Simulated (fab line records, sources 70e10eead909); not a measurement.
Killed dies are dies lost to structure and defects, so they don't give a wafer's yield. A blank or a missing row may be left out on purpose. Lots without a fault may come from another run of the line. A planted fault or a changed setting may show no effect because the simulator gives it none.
Chamber matching | flow nand_harc | NHARC_A_CHANNEL_FILL_D1_ALD_25 on ald_hk-02: 4 sister chambers
The step deposits SiOx, target thk 60 nm, pulse time 10 s, ald cycles 600. 14 wafers are shown with their chamber, then 7 later ones without.

WAFERS WITH THEIR CHAMBER
wafer  | chamber | heater_power_w (W) | precursor_pulse_height_rel
L619.1 | 2       | 467                | 1.030
L619.2 | 1       | 385                | 1.004
L619.6 | 3       | 487                | 0.982
L623.1 | 2       | 474                | 1.006
L623.2 | 0       | 490                | 0.996
L623.3 | 1       | 383                | 1.010
L624.4 | 0       | 494                | 1.019
L624.1 | 2       | 483                | 0.978
L624.6 | 0       | 485                | 1.026
L627.1 | 3       | 478                | 1.001
L627.4 | 0       | 472                | 1.017
L627.6 | 3       | 482                | 0.980
L630.1 | 1       | 397                | 1.001
L630.4 | 0       | 455                | 1.015

SIGNATURES (means of the wafers above)
reading                    | chamber 0 | chamber 1 | chamber 2 | chamber 3 | scatter within a chamber
heater_power_w             | 479.20    | 388.33    | 474.67    | 482.33    | 11.4
precursor_pulse_height_rel | 1.01460   | 1.00500   | 1.00467   | 0.98767   | 0.0147
Rule: a wafer's distance from a chamber is the root of the sum, over the readings, of the square of ((its reading less the chamber's mean) divided by the reading's scatter). The wafer belongs to the nearest chamber; if the next one is less than 2 further off, it can't be placed. The scatter: the root of (the sum of the squares of (reading less its chamber's mean) over the shown wafers, divided by (wafers less chambers)).

WAFERS WITHOUT THEIR CHAMBER
wafer  | heater_power_w (W) | precursor_pulse_height_rel
L630.5 | 486                | 1.004
L631.3 | 466                | 0.987
L631.4 | 481                | 1.004
L631.5 | 456                | 1.011
L632.1 | 457                | 1.012
L632.4 | 484                | 1.009
L632.5 | 442                | 0.986

WHICH CHAMBER EACH WENT THROUGH
wafer  | from the rows above               | in truth
L630.5 | can't be placed: 0 or 2 or 3      | 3
L631.3 | can't be placed: 2 or 3 or 0      | 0
L631.4 | can't be placed: 2 or 0 or 3      | 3
L631.5 | can't be placed: 2 or 0 or 3      | 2
L632.1 | can't be placed: 2 or 0 or 3      | 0
L632.4 | can't be placed: 0 or 2 or 3      | 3
L632.5 | can't be placed: 2 or 3 or 0 or 1 | 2
Placed correctly: 0 of 7. Can't be placed from these rows: 7 (the true chamber is among the candidates in 7). Placed wrongly: 0.
